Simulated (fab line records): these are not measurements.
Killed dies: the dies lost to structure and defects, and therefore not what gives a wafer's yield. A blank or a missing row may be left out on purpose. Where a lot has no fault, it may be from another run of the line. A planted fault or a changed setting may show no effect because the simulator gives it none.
Split-lot experiment / flow n5-finfet / route with 1938 steps; 7 lots, 21 wafers read

ON THE SPLIT
At N5_BEOL_M10_COAT_60 (time 60 s, resist thk 30 nm), the setting spin-rpm was moved away from the recipe's 1500 rpm on 5 of the 21 wafers read, by -9.1% to +9.3%. The other wafers ran this setting at the recipe's value.

FROM THE SPLIT TO THE READING: what the file shows between them, 2 steps
- N5_BEOL_M10_DEVELOP_10: develop time 30 s (also split here: develop-time-s)
- N5_BEOL_M10_DESCUM_16: chemistry O2, time 7.9 s

THE READING
CAR-ArF_of_BEOL_M10_COAT_05.thk-nm (the simulator's own value, which no gauge read), in nm, at N5_BEOL_M10_ETCH_61 (etches SiARC in CF4, target depth 39 nm, time 65 s). The file gives no usual value for it. Here, 16 wafers ran the recipe; their average is 55.4 nm with a standard deviation of 0.28 nm.

wafer=L074.1; tool, chamber at the split=litho-track-04, 0; spin-rpm as run, rpm=1500; against the recipe=recipe; CAR-ArF_of_BEOL_M10_COAT_05.thk-nm, nm=55.6; against lot-mates on the recipe=-
wafer=L074.4; tool, chamber at the split=litho-track-04, 0; spin-rpm as run, rpm=1633; against the recipe=+8.9%; CAR-ArF_of_BEOL_M10_COAT_05.thk-nm, nm=56.6; against lot-mates on the recipe=+0.9
wafer=L074.5; tool, chamber at the split=litho-track-04, 0; spin-rpm as run, rpm=1500; against the recipe=recipe; CAR-ArF_of_BEOL_M10_COAT_05.thk-nm, nm=55.8; against lot-mates on the recipe=-
wafer=L075.3; tool, chamber at the split=litho-track-04, 0; spin-rpm as run, rpm=1500; against the recipe=recipe; CAR-ArF_of_BEOL_M10_COAT_05.thk-nm, nm=55.6; against lot-mates on the recipe=-
wafer=L075.4; tool, chamber at the split=litho-track-04, 0; spin-rpm as run, rpm=1500; against the recipe=recipe; CAR-ArF_of_BEOL_M10_COAT_05.thk-nm, nm=55.8; against lot-mates on the recipe=-
wafer=L075.5; tool, chamber at the split=litho-track-04, 0; spin-rpm as run, rpm=1500; against the recipe=recipe; CAR-ArF_of_BEOL_M10_COAT_05.thk-nm, nm=55.6; against lot-mates on the recipe=-
wafer=L076.3; tool, chamber at the split=litho-track-05, 0; spin-rpm as run, rpm=1500; against the recipe=recipe; CAR-ArF_of_BEOL_M10_COAT_05.thk-nm, nm=55; against lot-mates on the recipe=-
wafer=L076.4; tool, chamber at the split=litho-track-05, 0; spin-rpm as run, rpm=1500; against the recipe=recipe; CAR-ArF_of_BEOL_M10_COAT_05.thk-nm, nm=55; against lot-mates on the recipe=-
wafer=L076.6; tool, chamber at the split=litho-track-05, 0; spin-rpm as run, rpm=1500; against the recipe=recipe; CAR-ArF_of_BEOL_M10_COAT_05.thk-nm, nm=55.4; against lot-mates on the recipe=-
wafer=L078.2; tool, chamber at the split=litho-track-04, 0; spin-rpm as run, rpm=1500; against the recipe=recipe; CAR-ArF_of_BEOL_M10_COAT_05.thk-nm, nm=55.2; against lot-mates on the recipe=-
wafer=L078.5; tool, chamber at the split=litho-track-04, 0; spin-rpm as run, rpm=1500; against the recipe=recipe; CAR-ArF_of_BEOL_M10_COAT_05.thk-nm, nm=55.4; against lot-mates on the recipe=-
wafer=L078.6; tool, chamber at the split=litho-track-04, 0; spin-rpm as run, rpm=1500; against the recipe=recipe; CAR-ArF_of_BEOL_M10_COAT_05.thk-nm, nm=54.8; against lot-mates on the recipe=-
wafer=L089.1; tool, chamber at the split=litho-track-05, 0; spin-rpm as run, rpm=1364; against the recipe=-9.1%; CAR-ArF_of_BEOL_M10_COAT_05.thk-nm, nm=54; against lot-mates on the recipe=-1.4
wafer=L089.3; tool, chamber at the split=litho-track-05, 0; spin-rpm as run, rpm=1500; against the recipe=recipe; CAR-ArF_of_BEOL_M10_COAT_05.thk-nm, nm=55.4; against lot-mates on the recipe=-
wafer=L089.4; tool, chamber at the split=litho-track-05, 0; spin-rpm as run, rpm=1500; against the recipe=recipe; CAR-ArF_of_BEOL_M10_COAT_05.thk-nm, nm=55.4; against lot-mates on the recipe=-
wafer=L091.2; tool, chamber at the split=litho-track-04, 0; spin-rpm as run, rpm=1500; against the recipe=recipe; CAR-ArF_of_BEOL_M10_COAT_05.thk-nm, nm=55.2; against lot-mates on the recipe=-
wafer=L091.3; tool, chamber at the split=litho-track-04, 0; spin-rpm as run, rpm=1500; against the recipe=recipe; CAR-ArF_of_BEOL_M10_COAT_05.thk-nm, nm=55.6; against lot-mates on the recipe=-
wafer=L091.4; tool, chamber at the split=litho-track-04, 0; spin-rpm as run, rpm=1500; against the recipe=recipe; CAR-ArF_of_BEOL_M10_COAT_05.thk-nm, nm=55.2; against lot-mates on the recipe=-
wafer=L092.1; tool, chamber at the split=litho-track-03, 0; spin-rpm as run, rpm=1639; against the recipe=+9.3%; CAR-ArF_of_BEOL_M10_COAT_05.thk-nm, nm=56.2; against lot-mates on the recipe=no lot-mate on the recipe
wafer=L092.2; tool, chamber at the split=litho-track-03, 0; spin-rpm as run, rpm=1639; against the recipe=+9.3%; CAR-ArF_of_BEOL_M10_COAT_05.thk-nm, nm=56; against lot-mates on the recipe=no lot-mate on the recipe
wafer=L092.4; tool, chamber at the split=litho-track-03, 0; spin-rpm as run, rpm=1639; against the recipe=+9.3%; CAR-ArF_of_BEOL_M10_COAT_05.thk-nm, nm=56.4; against lot-mates on the recipe=no lot-mate on the recipe

THE FIT
A straight line over all 21 wafers: CAR-ArF_of_BEOL_M10_COAT_05.thk-nm changes by +0.113 nm for each +1% of spin-rpm; r = +0.87; the points scatter about the line by 0.29 nm.
The same after taking each lot's own level away (the mean of its wafers on the recipe; 18 wafers): +0.129 nm for each +1%; r = +0.91; scatter 0.18 nm.
The reading moves by 1.2 nm for the largest change in spin-rpm, on that fit.
The lots' own levels span 55.13 to 55.70 nm, that is 2.0 times the standard deviation above.
Thus the slope moves with the lot-to-lot level: the two fits are different.
Check: with one of the wafers moved furthest among these (-9.1%) left out of the fit, the line predicts -0.92 nm for it against its lot-mates. It came out at -1.4 nm against them.

ADDITIONAL SPLITS CARRIED BY THESE WAFERS
Note: prior to the reading, these wafers also went through further splits. Each is held against what the fit with the lots' levels taken away leaves over:
other split on the same wafers=N5_BEOL_M6_DESCUM_33 time-s; wafers away from the commonest value=9; r with CAR-ArF_of_BEOL_M10_COAT_05.thk-nm (lot level and that fit taken away)=-0.07
other split on the same wafers=N5_BEOL_M6_ETCH_66 bias-w; wafers away from the commonest value=4; r with CAR-ArF_of_BEOL_M10_COAT_05.thk-nm (lot level and that fit taken away)=-0.03
other split on the same wafers=N5_BEOL_M6_ALD_77 ald-cycles; wafers away from the commonest value=8; r with CAR-ArF_of_BEOL_M10_COAT_05.thk-nm (lot level and that fit taken away)=+0.25
other split on the same wafers=N5_BEOL_M7_DESCUM_33 time-s; wafers away from the commonest value=6; r with CAR-ArF_of_BEOL_M10_COAT_05.thk-nm (lot level and that fit taken away)=-0.08
other split on the same wafers=N5_BEOL_M7_TRENCH_ETCH_37 time-s; wafers away from the commonest value=3; r with CAR-ArF_of_BEOL_M10_COAT_05.thk-nm (lot level and that fit taken away)=-0.18
other split on the same wafers=N5_BEOL_M8_TRENCH_ETCH_37 source-w; wafers away from the commonest value=10; r with CAR-ArF_of_BEOL_M10_COAT_05.thk-nm (lot level and that fit taken away)=+0.14
other split on the same wafers=N5_BEOL_M10_DEVELOP_10 develop-time-s; wafers away from the commonest value=4; r with CAR-ArF_of_BEOL_M10_COAT_05.thk-nm (lot level and that fit taken away)=-0.11

THE WHOLE CHAIN: every reading that the file lists as answering this split, in the file's order
step=N5_BEOL_M10_COAT_60; what it does=time 60 s, resist thk 30 nm; reading=SiARC_of_BEOL_M10_COAT_60.thk-nm (the simulator's own value, which no gauge read); change (the file's fit)=-0.151 nm for each +1% of the setting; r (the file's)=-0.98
step=N5_BEOL_M10_ETCH_61; what it does=etches SiARC in CF4, target depth 39 nm, time 65 s; reading=etch.depth-nm (the simulator's own value, which no gauge read); change (the file's fit)=-0.148 nm for each +1% of the setting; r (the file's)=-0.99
step=N5_BEOL_M10_ETCH_61; what it does=etches SiARC in CF4, target depth 39 nm, time 65 s; reading=CAR-ArF_of_BEOL_M10_COAT_05.thk-nm (the simulator's own value, which no gauge read); change (the file's fit)=+0.129 nm for each +1% of the setting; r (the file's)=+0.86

FILE'S OWN FIT
CAR-ArF_of_BEOL_M10_COAT_05.thk-nm changes by +0.129 nm for each +1% of spin-rpm, r = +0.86.
